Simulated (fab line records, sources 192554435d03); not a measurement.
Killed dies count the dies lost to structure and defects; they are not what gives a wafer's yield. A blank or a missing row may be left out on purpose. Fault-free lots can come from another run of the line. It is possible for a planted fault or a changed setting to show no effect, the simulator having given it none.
Problem report, 8D (eight disciplines) form, completed by code || flow n5Finfet || the parts of the form that need people (team, actions taken, sign-off) are left out

== 1. THE ISSUE ==
h2FlowSccm at N5_BEOL_M6_STRIP_36 reads a mean of 219.9 sccm on 6 wafers of 2 lots; wafers without a fault read 200.1 sccm with a standard deviation of 0.63. Measured from the usual mean, that is +31 standard deviations.
The step: strips in N2/H2.
Earliest sighting: wafer L533.2 on rieDiel-03 at day 10 09:49. Wafers with a number at this step in the record: 33, from 11 lots. Rule for "out", or "out of limits": more than 4 standard deviations from the usual mean. Any other wafer with a number is counted as sound.

== 2. WHAT IT IS AND WHAT IT IS NOT ==
{"question": "which readings at this step", "is": "h2FlowSccm", "is not": "drypumpMotorCurrentA, oesProductAu, rfVppV, showerheadPlenumPTorr"}
{"question": "which lots", "is": "L533, L537", "is not": "L525, L530, L531, L538, L539, L540, L541, L546, L548"}
{"question": "which wafers of those lots", "is": "all that have a number", "is not": "-"}
{"question": "read on which tools", "is": "rieDiel-03", "is not": "rieDiel-01, rieDiel-06"}
{"question": "when", "is": "from day 10 09:49", "is not": "up to then (9 sound wafers); but 18 sound wafers of L538, L539, L540, L541, L546, L548 came after"}

== 3. WHAT RULES OUT EACH SUSPECT ==
Counting: a tool at a process step up to the reading stays a suspect if it ran every lot that is out and no sound lot after the first of them.
- rieDiel-03 at N5_BEOL_M6_ETCH_72 (etches underlayer in N2/H2, target depth 6.5 nm, time 5.2 s): kept. It ran every lot that is out, first L533 (day 10 09:37), and no sound lot after that; its last sound lot up to then is L530 (day 9 13:18).
- rieDiel-03 at N5_BEOL_M6_STRIP_36 (strips in N2/H2): kept. It ran every lot that is out, first L533 (day 10 09:49), and no sound lot after that; its last sound lot up to then is L530 (day 9 13:30). On those wafers its own readings are out: h2FlowSccm.
After counting, rieDiel-03 at N5_BEOL_M6_ETCH_72 and rieDiel-03 at N5_BEOL_M6_STRIP_36 remain.

== 4. THE CAUSE (what the simulator had put in) ==
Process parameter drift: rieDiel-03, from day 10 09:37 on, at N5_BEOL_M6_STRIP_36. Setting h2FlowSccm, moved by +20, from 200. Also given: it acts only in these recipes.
Counting left 2 suspects, and this tool is among them.

== 5. SEQUENCE OF EFFECTS, ordered by route ==
One row per reading whose mean, taken over the struck wafers that have a number, lies over 3 standard deviations from the usual. Readings are gone through only where the record gives a usual standard deviation; hours: the median, over the lots, of the time from a lot's start at the first step in this table giving one to that lot's start at this step; sigmas: the change measured in usual standard deviations.
{"hours": 0, "step": "N5_BEOL_M6_STRIP_36", "reading": "h2FlowSccm", "usual": "200.1 sccm", "on struck wafers": 219.9, "change": "+19.8", "sigmas": "+31"}
{"hours": 0, "step": "N5_BEOL_M6_STRIP_36", "reading": "throttleValvePct", "usual": "23.7 %", "on struck wafers": 25.1, "change": "+1.4", "sigmas": "+4.4"}
The process steps in it:
- N5_BEOL_M6_STRIP_36: strips in N2/H2.
Later steps that measure or inspect, where all struck wafers having a row at the step show a number for every such reading and not one has moved that far: N5_BEOL_M6_CD_MEAS_35.

== 6. WHAT WOULD HAVE CAUGHT IT SOONER ==
In this record the first reading out of limits was taken at day 10 09:49, 0 hours after the fault began at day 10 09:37.
